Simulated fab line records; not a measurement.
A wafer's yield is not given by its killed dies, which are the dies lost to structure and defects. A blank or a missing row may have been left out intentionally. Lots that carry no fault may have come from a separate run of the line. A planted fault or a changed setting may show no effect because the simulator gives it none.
Matching of chambers	flow n5-finfet	rie-diel-02 running N5_BEOL_M1_ETCH_74: 4 sister chambers
The step etches underlayer in N2/H2, target depth 6.5 nm, time 5.2 s. 4 wafers are shown with their chamber, then 9 later ones without.

== WAFERS, EACH WITH ITS CHAMBER ==
wafer	chamber	drypump-motor-current-A (A)
L083.1	1	5.8
L085.3	2	6.5
L085.4	0	5.1
L085.5	3	5.7

== WAFERS WHOSE CHAMBER IS MISSING ==
wafer	drypump-motor-current-A (A)
L087.2	5.1
L087.4	6.5
L087.5	5.6
L088.3	5.1
L088.4	5.6
L088.5	5.8
L091.3	5.1
L091.4	5.6
L091.5	6.5

== WHICH CHAMBER EACH ONE RAN IN ==
wafer	from the rows above	in truth
L087.2	0	0
L087.4	2	2
L087.5	can't be placed: 3 or 1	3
L088.3	0	0
L088.4	can't be placed: 3 or 1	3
L088.5	can't be placed: 1 or 3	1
L091.3	0	0
L091.4	can't be placed: 3 or 1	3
L091.5	2	2
Correct placement for 5 of the 9. Unplaceable from these rows: 4, with the true chamber sitting among the candidates in 4. 0 placed wrongly.
How it was worked out, from the rows above alone: a wafer's distance from a chamber is the root of the sum, over the readings, of the square of ((its reading less the chamber's mean) divided by the reading's scatter). The wafer belongs to the nearest chamber; if the next one is less than 2 further off, it can't be placed. Each chamber's mean is taken over the wafers shown for it. The scatter (one wafer shown for each chamber): square how far every hidden wafer sits from the nearest shown wafer, average those squares and take the square root.
